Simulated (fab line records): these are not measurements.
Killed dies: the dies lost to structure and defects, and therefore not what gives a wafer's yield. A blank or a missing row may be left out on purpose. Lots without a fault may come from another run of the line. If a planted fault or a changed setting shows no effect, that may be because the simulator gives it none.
Matching of chambers	flow n5 finfet	rie diel-02 running N5_MOL_CONTACT_COAG_ETCH_67: 4 sister chambers
The step etches SOC in N2/H2, target depth 60 nm, overetch 21 nm, time 101.2 s. 4 wafers are shown with their chamber, then 7 later ones without.

== WAFERS WITH THEIR CHAMBER ==
wafer	chamber	throttle valve pct (%)
L086.4	2	18.02
L093.1	1	17.45
L093.3	0	18.12
L094.5	3	17.59

== WAFERS WHOSE CHAMBER IS MISSING ==
wafer	throttle valve pct (%)
L094.6	18.04
L096.1	17.62
L096.2	17.48
L096.4	18.12
L097.4	17.48
L097.5	17.48
L097.6	18.14

== EACH ONE'S CHAMBER ==
wafer	from the rows above	in truth
L094.6	2	2
L096.1	3	3
L096.2	1	1
L096.4	0	0
L097.4	1	1
L097.5	1	1
L097.6	0	0
Correct placement for 7 of the 7. Not placeable from these rows: 0. 0 placed wrongly.
How it was worked out, from the rows above alone: a wafer's distance from a chamber is the root of the sum, over the readings, of the square of ((its reading less the chamber's mean) divided by the reading's scatter). The wafer belongs to the nearest chamber; if the next one is less than 2 further off, it can't be placed. The mean given for a chamber averages the wafers shown for that chamber. The scatter (one wafer shown for each chamber): square how far every hidden wafer sits from the nearest shown wafer, average those squares and take the square root.
